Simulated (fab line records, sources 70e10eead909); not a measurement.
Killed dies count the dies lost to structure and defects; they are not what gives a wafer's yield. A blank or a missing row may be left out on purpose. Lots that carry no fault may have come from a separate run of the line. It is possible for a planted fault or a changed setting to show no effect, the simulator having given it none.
Comparing a struck lot with a sound one ; flow nand harc ; 14 steps out of a route of 1302
Sound: these wafers, L903.3, L903.4, L903.5. Struck: wafers L913.1, L913.2, L913.4. The cause is given at the end.
Each step with rows lists, per side, the tool, then ch with its chambers, then its first start. Under that, the readings that differ: sound wafers ; struck wafers ; difference of the means ; sigmas: that difference in standard deviations of wafers without a fault.
alike: a reading whose means differ by less than 2 such deviations, as well as words and numbers matching on both sides. not compared: withheld readings; readings where some wafer has no value; bounds like >300 that might hide an equal value; numbers whose values overlap and for which the record gives no deviation.
Wherever a step has rows on one side only, a row that says differs or no value, or a row with sigmas, the two part there. When numbers do not overlap yet have no deviation, they are printed without sigmas and do not part them. A reading that every wafer of one side lacks parts them only if that side has two wafers or more.

NHARC_P_BONDPAD_CD_MEAS_09 targets a cd of 500 nm.
  sound on cd sem-02 ch 0, day 8 03:28; struck on cd sem-02 ch 0, day 12 06:52
  alike: cd nm
NHARC_P_BONDPAD_OVL_MEAS_38:
  struck on overlay-01, day 12 06:58; sound on overlay-02, day 8 03:34
reading;sound;struck;difference;sigmas
overlay y nm (nm);-10 -10 -9;8 8 8;+18;+3
  alike: overlay x nm
then, 2 steps without rows for these wafers: NHARC_P_BONDPAD_HARDBAKE_10 (time 65 s); NHARC_P_BONDPAD_DESCUM_11 (chemistry O2, time 3 s).
NHARC_P_BONDPAD_ETCH_37: etches the open film in N2/H2, target depth 60 nm, overetch 18 nm, time 65.91 s.
  sound on rie diel-02 ch 0,2, day 8 03:48; struck on rie diel-04 ch 0,2,3, day 12 07:29
  alike: drypump motor current A, oes product au, rf vpp V, showerhead plenum p Torr, throttle valve pct
  not compared: rf hours counter h
NHARC_P_BONDPAD_ETCH_12: etches the open film in CHF3/O2, target depth 200 nm, time 100 s.
  sound: rie diel-02 ch 0,3; struck: rie diel-04 ch 1,2,3
reading;sound;struck;difference;sigmas
throttle valve pct (%);20.584 20.571 20.563;20.557 20.566 20.538;-0.019;-2
  alike: drypump motor current A, oes product au, rf vpp V, showerhead plenum p Torr
  not compared: rf hours counter h
NHARC_P_BONDPAD_CD_MEAS_13:
  struck on cd sem-03, day 12 07:43; sound on cd sem-03, day 8 04:03
  alike: cd nm
NHARC_P_BONDPAD_STRIP_15: strips in O2.
  sound on rie diel-12 ch 1,2,3, day 8 04:07; struck on rie diel-04 ch 0,2,3, day 12 07:49
  alike: drypump motor current A, oes product au, rf vpp V, showerhead plenum p Torr, throttle valve pct
  not compared: rf hours counter h
then, 2 steps without rows for these wafers: NHARC_P_BONDPAD_ETCH_24 (etches the open film in CF4/N2, target depth 30 nm, time 72.99 s); NHARC_P_BONDPAD_STRIP_16 (strips in post etch residue remover, time 600 s).
NHARC_P_BONDPAD_DEGAS_25: time 60 s.
  struck on pvd sputter-02, day 12 08:21; sound on pvd sputter-03, day 8 04:40
  alike: heater power w
then, 1 step without rows for these wafers: NHARC_P_BONDPAD_PRE_CLEAN_26 (time 30 s).
NHARC_P_BONDPAD_PVD_17: deposits TaN, target thk 5 nm, time 8.06 s.
  struck on pvd sputter-02, day 12 08:27; sound on pvd sputter-03, day 8 04:47
  no value came back on the struck wafers for bias v (V), cathode dc power W (W), substrate temp c (C), throttle valve pct (%); on the sound wafers bias v (V) reads 169.3 169.1 168.3
NHARC_P_BONDPAD_PVD_27: deposits Cu, target thk 30 nm, time 20.49 s.
  sound on pvd sputter-03; struck on pvd sputter-02
  alike: cathode dc power W, chamber pressure pa, substrate temp c, throttle valve pct

WHERE THEY PART
At NHARC_P_BONDPAD_OVL_MEAS_38 first; at NHARC_P_BONDPAD_PVD_17 last (within this record only). Later steps at which nothing parts them and some readings are alike: NHARC_P_BONDPAD_PVD_27.

WHY: the cause the simulator had injected
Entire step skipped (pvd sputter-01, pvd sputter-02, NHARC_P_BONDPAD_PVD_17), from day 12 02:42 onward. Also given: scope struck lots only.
